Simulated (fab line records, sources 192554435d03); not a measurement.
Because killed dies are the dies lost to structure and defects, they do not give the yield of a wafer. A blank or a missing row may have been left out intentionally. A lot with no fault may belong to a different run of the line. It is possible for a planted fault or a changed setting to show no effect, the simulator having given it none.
Matching of chambers    flow n5Finfet    3 sister chambers for N5_BEOL_M3_PRE_CLEAN_60 on cvdCo-01
The step time 15 s. 33 wafers are shown with their chamber, then 12 later ones without.

WAFERS PAIRED WITH THEIR CHAMBERS
wafer   chamber  heaterPowerW (W)
L074.3  2        82
L074.4  1        103
L074.6  2        80
L075.2  0        119
L075.4  1        105
L075.5  2        81
L078.1  0        119
L078.4  2        83
L078.6  1        102
L079.1  0        119
L079.5  0        118
L079.6  1        104
L081.2  2        83
L081.3  0        119
L081.4  0        121
L084.3  2        82
L084.5  0        122
L084.6  2        83
L087.3  0        118
L087.4  2        83
L087.6  0        122
L082.4  0        123
L082.5  0        120
L082.6  2        83
L086.4  2        83
L086.5  0        120
L086.6  1        103
L085.2  1        103
L085.3  2        83
L085.6  2        82
L088.1  2        85
L088.2  0        120
L088.4  0        125

SIGNATURES (averages over the wafers above)
reading       chamber 0  chamber 1  chamber 2  scatter within a chamber
heaterPowerW  120.36     103.33     82.54      1.59
Rule: distance of a wafer from a chamber = root of the sum over the readings of ((wafer's reading minus chamber's mean) / reading's scatter) squared. If the next closest chamber is less than 2 further off than the closest, the wafer can't be placed; otherwise it belongs to the closest. The scatter: take each reading less its chamber's mean, square it, sum over the shown wafers, divide by the number of wafers less the number of chambers, and take the root.

WAFERS MISSING THEIR CHAMBER
wafer   heaterPowerW (W)
L091.1  82
L091.2  101
L091.3  119
L095.2  103
L095.4  119
L095.6  85
L096.1  86
L096.2  118
L096.3  104
L097.1  101
L097.2  84
L097.5  84

WHICH CHAMBER EACH WENT THROUGH
wafer   from the rows above  in truth
L091.1  2                    2
L091.2  1                    1
L091.3  0                    0
L095.2  1                    1
L095.4  0                    0
L095.6  2                    2
L096.1  2                    2
L096.2  0                    0
L096.3  1                    1
L097.1  1                    1
L097.2  2                    2
L097.5  2                    2
12 of 12 placed correctly. Number that these rows cannot place: 0. Number placed wrongly: 0.
